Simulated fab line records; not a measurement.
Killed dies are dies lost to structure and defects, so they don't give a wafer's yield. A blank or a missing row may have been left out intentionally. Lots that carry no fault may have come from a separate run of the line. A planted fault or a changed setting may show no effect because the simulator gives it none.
Check of tool commonality | flow nandHarc | 5 lots and 15 wafers in the sample

REASON FOR OPENING
Flagged at NHARC_END_SORT_01: reading killedAtPeriphery, on 3 of 5 lots. Wafers without a fault read 3.9, standard deviation 2.5.
Rule: flag the lot when none of its wafers has a number, or when each of its wafers that has one lies beyond 4 standard deviations from that mean. The rest of the lots are taken to be sound.

lot  | measured     | on        | killedAtPeriphery, wafer by wafer | flag
L374 | day 29 07:17 | prober-01 | 5 11 8                            | 
L377 | day 29 22:13 | prober-02 | 61 66 55                          | FLAGGED
L376 | day 29 22:16 | prober-01 | 67 55 66                          | FLAGGED
L378 | day 30 22:38 | prober-01 | 55 63 61                          | FLAGGED
L384 | day 34 06:47 | prober-02 | 1 2 3                             | 
The numbers of the flagged lots are 61.0 on average: +57.1 against the usual, or +23 standard deviations.

LOT BY LOT: THE TOOL USED
The record holds 4 process steps before the reading, out of a route of 1302 steps. Every cell lists first the tool, next ch and the chambers used by the sampled wafers, and last the start.
lot  | flag    | NHARC_P_STI_HDPCVD_20          | NHARC_THIN_TSV_PVD_51                  | NHARC_THIN_TSV_DEGAS_53     | NHARC_THIN_TSV_PRE_CLEAN_54
L374 |         | hdpcvd-01 ch 0,1, day 8 03:22  | pvdSputter-01, day 28 19:05 or earlier | pvdSputter-02, day 28 19:05 | pvdSputter-02, day 28 19:10
L377 | FLAGGED | hdpcvd-01 ch 1, day 9 11:07    | pvdSputter-03, day 29 12:01 or earlier | pvdSputter-01, day 29 12:01 | pvdSputter-01, day 29 12:07
L376 | FLAGGED | hdpcvd-01 ch 0,1, day 9 06:04  | pvdSputter-02, day 29 13:10 or earlier | pvdSputter-02, day 29 13:10 | pvdSputter-02, day 29 13:14
L378 | FLAGGED | hdpcvd-01 ch 0, day 9 21:40    | pvdSputter-01, day 30 10:37 or earlier | pvdSputter-02, day 30 10:37 | pvdSputter-02, day 30 10:40
L384 |         | hdpcvd-01 ch 0,1, day 12 10:35 | pvdSputter-03, day 33 14:25 or earlier | pvdSputter-02, day 33 14:25 | pvdSputter-02, day 33 14:29
What is done by these steps:
- NHARC_P_STI_HDPCVD_20: deposits SiO2.
- NHARC_THIN_TSV_PVD_51: deposits Cu, target thk 100 nm.
- NHARC_THIN_TSV_DEGAS_53: time 60 s.
- NHARC_THIN_TSV_PRE_CLEAN_54: time 30 s.
- NHARC_END_SORT_01

FLAGGED OVER TOTAL, TOOL BY TOOL (the gauges that took the reading come last)
step                        | tool          | lots run | flagged | share of the flagged lots | sound lots run after its first flagged lot
NHARC_P_STI_HDPCVD_20       | hdpcvd-01     | 5        | 3       | all                       | 1 (L384)
NHARC_THIN_TSV_PVD_51       | pvdSputter-01 | 2        | 1       | some                      | 0
NHARC_THIN_TSV_PVD_51       | pvdSputter-02 | 1        | 1       | some                      | 0
NHARC_THIN_TSV_PVD_51       | pvdSputter-03 | 2        | 1       | some                      | 1 (L384)
NHARC_THIN_TSV_DEGAS_53     | pvdSputter-01 | 1        | 1       | some                      | 0
NHARC_THIN_TSV_DEGAS_53     | pvdSputter-02 | 4        | 2       | some                      | 1 (L384)
NHARC_THIN_TSV_PRE_CLEAN_54 | pvdSputter-01 | 1        | 1       | some                      | 0
NHARC_THIN_TSV_PRE_CLEAN_54 | pvdSputter-02 | 4        | 2       | some                      | 1 (L384)
NHARC_END_SORT_01           | prober-01     | 3        | 2       | some                      | 0
NHARC_END_SORT_01           | prober-02     | 2        | 1       | some                      | 1 (L384)
NHARC_THIN_TSV_PVD_51 gives no start for some lots, so the hours and the order of its lots are those of NHARC_THIN_TSV_DEGAS_53.

WHAT THE TABLE PERMITS
In the table, 1 row covers all flagged lots: hdpcvd-01 at NHARC_P_STI_HDPCVD_20.
- hdpcvd-01 at NHARC_P_STI_HDPCVD_20: 3 of its 5 lots flagged. After the first flagged lot (L384), sound lots still ran on it; a lasting fault on the whole tool would not permit that.
None of the table's rows ran every flagged lot and, after the first, no sound lot.

WHAT THE SIMULATOR HAD INSERTED
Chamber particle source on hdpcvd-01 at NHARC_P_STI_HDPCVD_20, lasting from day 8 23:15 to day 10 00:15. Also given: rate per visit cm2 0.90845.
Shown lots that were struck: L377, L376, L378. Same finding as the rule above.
